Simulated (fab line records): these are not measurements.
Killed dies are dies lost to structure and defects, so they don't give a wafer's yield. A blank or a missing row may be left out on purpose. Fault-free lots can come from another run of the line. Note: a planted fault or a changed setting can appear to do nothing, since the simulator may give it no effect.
One fault seen from 2 desks + flow nandHarc + every desk sees just its own numbers, and what lay behind them comes last

## METROLOGY DESK
What the gauges read, lot by lot, whatever tool the lot ran on: means of the sampled wafers that have a number. The brackets show how far a lot's mean lies from the usual mean; more than 4 standard deviations puts the lot out of limits, marked OUT.
Columns: A = cdNm at NHARC_THIN_TSV_CD_MEAS_33, usual 5000.7 nm
| lot  | first seen here | A      |
|------|-----------------|--------|
| L887 | day 23 11:22    | 5001.2 |
| L888 | day 24 07:14    | 4999.2 |
| L890 | day 24 12:18    | 5002.3 |
| L889 | day 24 13:32    | 5000.5 |
| L891 | day 25 07:18    | 5000.5 |
| L892 | day 25 23:54    | 5000.6 |
| L894 | day 27 01:30    | 4999.5 |
| L893 | day 27 06:25    | 5001.2 |
| L896 | day 28 05:44    | 5000.2 |
| L898 | day 28 06:49    | 5000.0 |
| L903 | day 30 01:10    | 5001.1 |
| L900 | day 30 02:22    | 4997.1 |
| L901 | day 30 09:44    | 5001.8 |
| L904 | day 31 04:39    | 5001.6 |
Result from this desk: across the 14 lots, nothing is out of limits.

## FOR THE TOOL OWNER'S DESK: pvdSputter-01
The tool's own readings at NHARC_A_BONDPAD_PRE_CLEAN_26 (time 30 s): means of the sampled wafers that have a number, for each lot that ran on this tool. The brackets show how far a lot's mean lies from the usual mean; more than 4 standard deviations puts the lot out of limits, marked OUT.
Columns: A = heaterPowerW at NHARC_A_BONDPAD_PRE_CLEAN_26, usual 411 W
| lot  | first seen here | A   |
|------|-----------------|-----|
| L893 | day 26 09:25    | 438 |
| L896 | day 27 07:43    | 409 |
| L901 | day 29 12:30    | 428 |
| L904 | day 30 08:59    | 416 |
Result from this desk: across the 4 lots, nothing is out of limits.

## TAKEN TOGETHER
The metrology desk saw nothing out of limits.
The tool owner's desk saw nothing out of limits.

## WHAT HAD BEEN PUT IN BY THE SIMULATOR
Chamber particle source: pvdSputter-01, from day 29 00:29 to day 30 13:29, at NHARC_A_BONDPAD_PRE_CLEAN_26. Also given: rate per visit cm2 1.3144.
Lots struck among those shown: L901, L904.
